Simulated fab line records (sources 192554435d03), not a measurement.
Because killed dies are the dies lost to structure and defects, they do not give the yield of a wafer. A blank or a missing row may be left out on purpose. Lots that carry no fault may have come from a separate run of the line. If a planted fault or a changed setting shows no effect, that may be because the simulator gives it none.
Split-lot experiment + flow n5-finfet + route with 1938 steps; 7 lots, 21 wafers read

SPLIT DETAILS
At N5_SD_EPI_N_EPI_21 (deposits Si:P, time 690 s), the setting time-s was moved away from the recipe's 690 s on 6 of the 21 wafers read, by -11.0% to +14.3%. For the rest of the wafers, this setting stayed at what the recipe calls for.

FROM THE SPLIT TO THE READING: what the file shows between them, 6 steps
- N5_SD_EPI_N_EPI_MEAS_23
- N5_SD_EPI_P_COAT_34: time 60 s, resist thk 350 nm (also split here: spin-rpm)
- N5_SD_EPI_P_COAT_35: time 60 s, resist thk 35 nm
- N5_SD_EPI_P_COAT_03: resist thk 150 nm
- N5_SD_ACTIVATION_RTA_00: time 0 s
- N5_SD_ACTIVATION_LSA_01: time 0.0008 s

THE READING
RS_SD_N, in ohm/sq, at N5_SD_ACTIVATION_RS_MEAS_03 (measures by four-point-probe). Typical for fault-free wafers on this fab line: 21.87 ohm/sq, with standard deviation 0.26 ohm/sq.

| wafer  | tool, chamber at the split | time-s as run, s | against the recipe | RS_SD_N, ohm/sq | against lot-mates on the recipe |
|--------|----------------------------|------------------|--------------------|-----------------|---------------------------------|
| L077.2 | epi-rpcvd-03, 0            | 690              | recipe             | 22.17           | -                               |
| L077.4 | epi-rpcvd-03, 0            | 767              | +11.2%             | 20.54           | -1.63                           |
| L077.5 | epi-rpcvd-03, 0            | 767              | +11.2%             | 20.26           | -1.91                           |
| L079.1 | epi-rpcvd-03, 0            | 690              | recipe             | 21.67           | -                               |
| L079.5 | epi-rpcvd-03, 0            | 690              | recipe             | 22.14           | -                               |
| L079.6 | epi-rpcvd-03, 0            | 690              | recipe             | 22.07           | -                               |
| L082.1 | epi-rpcvd-03, 0            | 690              | recipe             | 21.71           | -                               |
| L082.2 | epi-rpcvd-03, 0            | 690              | recipe             | 22.11           | -                               |
| L082.5 | epi-rpcvd-03, 0            | 690              | recipe             | 21.89           | -                               |
| L085.1 | epi-rpcvd-02, 0            | 788.4            | +14.3%             | 20.06           | -1.84                           |
| L085.5 | epi-rpcvd-02, 0            | 788.4            | +14.3%             | 19.99           | -1.91                           |
| L085.6 | epi-rpcvd-02, 0            | 690              | recipe             | 21.90           | -                               |
| L089.1 | epi-rpcvd-03, 0            | 690              | recipe             | 21.79           | -                               |
| L089.2 | epi-rpcvd-03, 0            | 690              | recipe             | 21.82           | -                               |
| L089.6 | epi-rpcvd-03, 0            | 690              | recipe             | 21.88           | -                               |
| L093.4 | epi-rpcvd-02, 0            | 613.9            | -11.0%             | 24.28           | +1.62                           |
| L093.5 | epi-rpcvd-02, 0            | 690              | recipe             | 22.74           | -                               |
| L093.6 | epi-rpcvd-02, 0            | 690              | recipe             | 22.59           | -                               |
| L095.1 | epi-rpcvd-02, 0            | 651.5            | -5.6%              | 22.94           | +0.78                           |
| L095.2 | epi-rpcvd-02, 0            | 690              | recipe             | 22.14           | -                               |
| L095.4 | epi-rpcvd-02, 0            | 690              | recipe             | 22.18           | -                               |

FIT RESULTS
A straight line over all 21 wafers: RS_SD_N changes by -0.156 ohm/sq for each +1% of time-s; r = -0.96; the points scatter about the line by 0.29 ohm/sq.
The same after taking each lot's own level away (the mean of its wafers on the recipe; 21 wafers): -0.142 ohm/sq for each +1%; r = -0.99; scatter 0.14 ohm/sq.
The reading moves by 2 ohm/sq for the largest change in time-s, on that fit.
The span of the lots' own levels, 21.830 to 22.665 ohm/sq, comes to 3.2 times the standard deviation stated above.
So the lot-to-lot level changes the slope little: the two slopes agree.
Check: -2.1 ohm/sq against its lot-mates is what the line predicts for one of the wafers moved furthest among these (+14.3%) when that wafer is left out of the fit. It came out at -1.84 ohm/sq against them.

FURTHER SPLITS ON THESE WAFERS
Note: prior to the reading, these wafers also went through further splits. Each is held against what the fit with the lots' levels taken away leaves over:
| other split on the same wafers          | wafers away from the commonest value | r with RS_SD_N (lot level and that fit taken away) |
|-----------------------------------------|--------------------------------------|----------------------------------------------------|
| N5_ZERO_LAYER_COAT_05 spin-rpm          | 9                                    | +0.20                                              |
| N5_ZERO_LAYER_DEVELOP_10 develop-time-s | 8                                    | +0.10                                              |
| N5_FIN_SAQP_EXPOSE_13 dose-mj           | 5                                    | +0.24                                              |
| N5_FIN_SAQP_PEB_14 peb-time-s           | 9                                    | +0.26                                              |
| N5_DUMMY_GATE_HM_DEP_06 time-s          | 9                                    | +0.29                                              |
| N5_SD_EPI_P_COAT_34 spin-rpm            | 9                                    | -0.25                                              |

THE WHOLE CHAIN: every reading that the file lists as answering this split, in the file's order
| step                        | what it does                 | reading                                                                         | change (the file's fit)               | r (the file's) |
|-----------------------------|------------------------------|---------------------------------------------------------------------------------|---------------------------------------|----------------|
| N5_SD_EPI_N_EPI_21          | deposits Si:P, time 690 s    | Si-P_of_SD_EPI_N_EPI_21.thk-nm (the simulator's own value, which no gauge read) | +0.403 nm for each +1% of the setting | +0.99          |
| N5_SD_EPI_N_EPI_MEAS_23     |                              | thk-nm                                                                          | withheld for each +1% of the setting  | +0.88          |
| N5_SD_ACTIVATION_RS_MEAS_03 | measures by four-point-probe | RS_SD_N                                                                         | -0.143 for each +1% of the setting    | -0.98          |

FILE'S OWN FIT
RS_SD_N changes by -0.143 ohm/sq for each +1% of time-s, r = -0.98.
